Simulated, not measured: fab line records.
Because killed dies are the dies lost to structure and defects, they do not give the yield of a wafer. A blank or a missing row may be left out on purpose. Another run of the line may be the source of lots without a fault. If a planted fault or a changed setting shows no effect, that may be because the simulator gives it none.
Matching of chambers	flow n5 finfet	N5_HKMG_FIN_STRIP_89 on rie diel-02: 4 sister chambers
The step strips SOC in N2/H2, time 20 s. 4 wafers are shown with their chamber, then 7 later ones without.

== EACH WAFER AND ITS CHAMBER ==
wafer	chamber	showerhead plenum p Torr (Torr)
L075.6	2	3.57
L086.2	3	3.39
L089.1	1	3.46
L089.4	0	3.26

== WAFERS WITHOUT THEIR CHAMBER ==
wafer	showerhead plenum p Torr (Torr)
L089.6	3.26
L095.1	3.26
L095.3	3.45
L095.4	3.38
L097.2	3.45
L097.3	3.37
L097.5	3.45

== WHICH CHAMBER EACH ONE RAN IN ==
wafer	from the rows above	in truth
L089.6	0	0
L095.1	0	0
L095.3	1	1
L095.4	3	3
L097.2	1	1
L097.3	3	3
L097.5	1	1
Placed correctly: 7 of 7. From these rows, 0 cannot be placed. Placed wrongly: 0.
How it was worked out, from the rows above alone: a wafer's distance from a chamber is the root of the sum, over the readings, of the square of ((its reading less the chamber's mean) divided by the reading's scatter). If the next closest chamber is less than 2 further off than the closest, the wafer can't be placed; otherwise it belongs to the closest. A chamber's mean is the mean of its shown wafers. The scatter (one wafer shown for each chamber): square how far every hidden wafer sits from the nearest shown wafer, average those squares and take the square root.
